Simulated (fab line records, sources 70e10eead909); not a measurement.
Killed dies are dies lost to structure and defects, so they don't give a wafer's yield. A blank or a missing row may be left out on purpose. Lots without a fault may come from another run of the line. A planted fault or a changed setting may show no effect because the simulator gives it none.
Chamber matching | flow nand_harc | NHARC_A_DECK1_JOINT_CMP_02 on cmp-04: 4 sister chambers
The step polishes SiOx. 14 wafers are shown with their chamber, then 7 later ones without.

WAFERS WITH THEIR CHAMBER
wafer  | chamber | motor_current_A (A)
L074.2 | 1       | 12.9
L074.3 | 2       | 14.0
L074.6 | 0       | 12.3
L081.2 | 0       | 12.3
L081.4 | 3       | 11.6
L081.6 | 0       | 12.9
L081.1 | 1       | 13.1
L081.3 | 2       | 13.9
L081.5 | 3       | 11.6
L085.1 | 0       | 12.8
L085.2 | 2       | 13.6
L085.3 | 3       | 11.4
L092.1 | 1       | 12.9
L092.3 | 0       | 12.7

SIGNATURES (means of the wafers above)
reading         | chamber 0 | chamber 1 | chamber 2 | chamber 3 | scatter within a chamber
motor_current_A | 12.600    | 12.967    | 13.833    | 11.533    | 0.214
Rule: a wafer's distance from a chamber is the root of the sum, over the readings, of the square of ((its reading less the chamber's mean) divided by the reading's scatter). The wafer belongs to the nearest chamber; if the next one is less than 2 further off, it can't be placed. The scatter: the root of (the sum of the squares of (reading less its chamber's mean) over the shown wafers, divided by (wafers less chambers)).

WAFERS WITHOUT THEIR CHAMBER
wafer  | motor_current_A (A)
L092.4 | 12.3
L093.1 | 12.1
L093.3 | 12.3
L093.4 | 11.4
L096.2 | 13.8
L096.3 | 12.0
L096.6 | 12.8

WHICH CHAMBER EACH WENT THROUGH
wafer  | from the rows above          | in truth
L092.4 | can't be placed: 0 or 1      | 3
L093.1 | can't be placed: 0 or 3 or 1 | 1
L093.3 | can't be placed: 0 or 1      | 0
L093.4 | 3                            | 3
L096.2 | 2                            | 2
L096.3 | can't be placed: 3 or 0      | 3
L096.6 | can't be placed: 1 or 0      | 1
Placed correctly: 2 of 7. Can't be placed from these rows: 5 (the true chamber is among the candidates in 4). Placed wrongly: 0.
